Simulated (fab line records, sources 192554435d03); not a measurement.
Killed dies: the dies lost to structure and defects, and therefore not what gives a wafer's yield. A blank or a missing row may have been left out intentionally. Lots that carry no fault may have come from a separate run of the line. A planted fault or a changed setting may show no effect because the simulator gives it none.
A lot that was struck, set against a sound lot || flow n5Finfet || 39 steps out of a route of 1938
Sound: these wafers, L675.1, L675.4, L675.5. Struck: wafer L683.4 (left out: L683.2, a lot-mate that was not struck); the cause follows at the end.
Order at every step that has rows: each side's tool, ch and its chambers, its first start. Under that, the readings that differ: sound wafers || struck wafers || difference of the means || sigmas: that difference in standard deviations of wafers without a fault.
alike: readings with means less than 2 such deviations apart, plus words and numbers identical on both sides. not compared: withheld readings, readings lacking a value on some wafer, bounds such as >300 that could conceal the same value, and numbers that have no deviation in the record and whose values overlap.
Wherever a step has rows on one side only, a row that says differs or no value, or a row with sigmas, the two part there. Numbers that don't overlap but have no deviation are shown without sigmas and don't part them. A reading that every wafer of one side lacks parts them only if that side has two wafers or more.

first, 11 steps without rows for these wafers: N5_HKMG_FIN_STRIP_60 (strips in N2/H2, time 360 s); N5_HKMG_FIN_WET_ETCH_77 (etches La2O3 in dHCl, stops on HfO2, target depth 2 nm); N5_HKMG_FIN_WET_ETCH_78 (etches Al2O3 in dNH4OH, stops on La2O3, target depth 4.5 nm, rinse time 30 s); N5_HKMG_FIN_ALD_79 (deposits TiN, target thk 1.5 nm, pulse time 1 s, purge time 3 s); N5_HKMG_FIN_CVD_62 (deposits a-Si from Si2H6, target thk 3 nm, time 20.8 s); N5_HKMG_FIN_RTA_80 (time 2 s); N5_HKMG_FIN_PRECLEAN_64 (cleans in dHF, time 30 s); N5_HKMG_FIN_WET_ETCH_65 (etches a-Si in TMAH, stops on TiN, time 49 s, target depth 3 nm); N5_HKMG_FIN_WET_ETCH_81 (etches TiN in SC1, stops on HfO2, time 57 s, target depth 6 nm); N5_HKMG_FIN_WET_ETCH_82 (etches La2O3 in dHCl, stops on HfO2, target depth 2 nm, rinse time 30 s); N5_HKMG_FIN_ALD_36 (deposits TiN, target thk 1 nm, pulse time 1 s, purge time 3 s).
N5_HKMG_FIN_PWFM_ALD_03: deposits TiN, target thk 2 nm, pulse time 1 s, purge time 3 s.
  sound on aldMetal-03 ch 1,2, day 5 14:22; struck on aldMetal-03 ch 3, day 7 12:11
{"reading": "aldCycles", "sound": "91 91 91", "struck": 104, "difference": "+13", "sigmas": ""}
  alike: heaterPowerW, precursorPulseHeightRel
then, 26 steps without rows for these wafers: N5_HKMG_FIN_COAT_29 (time 60 s, resist thk 300 nm); N5_HKMG_FIN_COAT_30 (time 60 s, resist thk 35 nm); N5_HKMG_FIN_COAT_06 (resist thk 90 nm); N5_HKMG_FIN_EBR_08; N5_HKMG_FIN_SOFTBAKE_07 (time 60 s); N5_HKMG_FIN_EXPOSE_09 (exposes mask NWFM); N5_HKMG_FIN_PEB_10 (peb time 60 s); N5_HKMG_FIN_DEVELOP_11 (develop time 30 s); N5_HKMG_FIN_DESCUM_17 (chemistry O2, time 7.9 s); N5_HKMG_FIN_ETCH_31 (etches SiARC in CF4, target depth 45.5 nm, time 75.8 s); N5_HKMG_FIN_ETCH_32 (etches SOC in N2/H2, target depth 240 nm, time 300 s); N5_HKMG_FIN_STRIP_33 (strips in N2/H2); N5_HKMG_FIN_STRIP_34 (strips in CF4); N5_HKMG_FIN_ETCH_35 (etches SOC in N2/H2, target depth 215.8 nm, time 243.4 s); N5_HKMG_FIN_STRIP_92 (strips SOC in N2/H2, time 20 s); N5_HKMG_FIN_WET_ETCH_18 (etches TiN in SC1, time 55 s, target depth 5.2 nm, rinse time 30 s); N5_HKMG_FIN_STRIP_19 (strips in N2/H2, time 360 s); N5_HKMG_FIN_ALD_91 (deposits TiN, target thk 1 nm, pulse time 1 s, purge time 3 s); N5_HKMG_FIN_COAT_85 (time 60 s, resist thk 300 nm); N5_HKMG_FIN_ETCH_86 (etches SOC in N2/H2, stops on TiN, target depth 393.2 nm); N5_HKMG_FIN_STRIP_89 (strips SOC in N2/H2, time 20 s); N5_HKMG_FIN_WET_ETCH_87 (etches TiN in SC1, time 154.2 s, target depth 4.7 nm, rinse time 30 s); N5_HKMG_FIN_STRIP_88 (strips in N2/H2, time 360 s); N5_HKMG_FIN_NWFM_ALD_20 (deposits TiAlC, target thk 2 nm, pulse time 3 s, purge time 2 s); N5_HKMG_FIN_ALD_71 (deposits TiN, target thk 1 nm, pulse time 1 s, purge time 3 s); N5_HKMG_FIN_COAT_66 (time 60 s, resist thk 300 nm).
-- here the record skips 4 days between the struck wafers' starts before and after, leaving off in module HKMG_FIN and picking up in module BEOL_M4 (first step shown: number 1111 of the route) --
N5_BEOL_M4_RC_MEAS_101:
  sound on prober-02 ch 0, day 9 17:20; struck on prober-02 ch 0, day 11 12:10
{"reading": "IOFF_P (nA/um)", "sound": "0.19 0.22 0.14", "struck": 0.34, "difference": "+0.16", "sigmas": "+4"}
{"reading": "IOFF_P_LONG (nA/um)", "sound": "9.9e-05 0.000102 9.8e-05", "struck": 0.000153, "difference": "+0.000053", "sigmas": "+6"}
{"reading": "ION_P (uA/um)", "sound": "461 470 453", "struck": 489, "difference": "+28", "sigmas": "+4"}
{"reading": "VT_P (mV)", "sound": "-254 -252 -255", "struck": -236, "difference": "+18", "sigmas": "+6"}
{"reading": "VT_P_LONG (mV)", "sound": "-277 -277 -277", "struck": -259, "difference": "+18", "sigmas": "+5"}
{"reading": "VT_P_LVT (mV)", "sound": "-102.5 -100.6 -106.4", "struck": -85.7, "difference": "+17.5", "sigmas": "+6"}
  alike: DIBL_N, DIBL_P, IOFF_N, ION_N, SS_N, SS_P, VT_N

== WHERE THEY PART ==
At N5_BEOL_M4_RC_MEAS_101 and nowhere else, as far as this record goes.

WHY: whatever the simulator had introduced
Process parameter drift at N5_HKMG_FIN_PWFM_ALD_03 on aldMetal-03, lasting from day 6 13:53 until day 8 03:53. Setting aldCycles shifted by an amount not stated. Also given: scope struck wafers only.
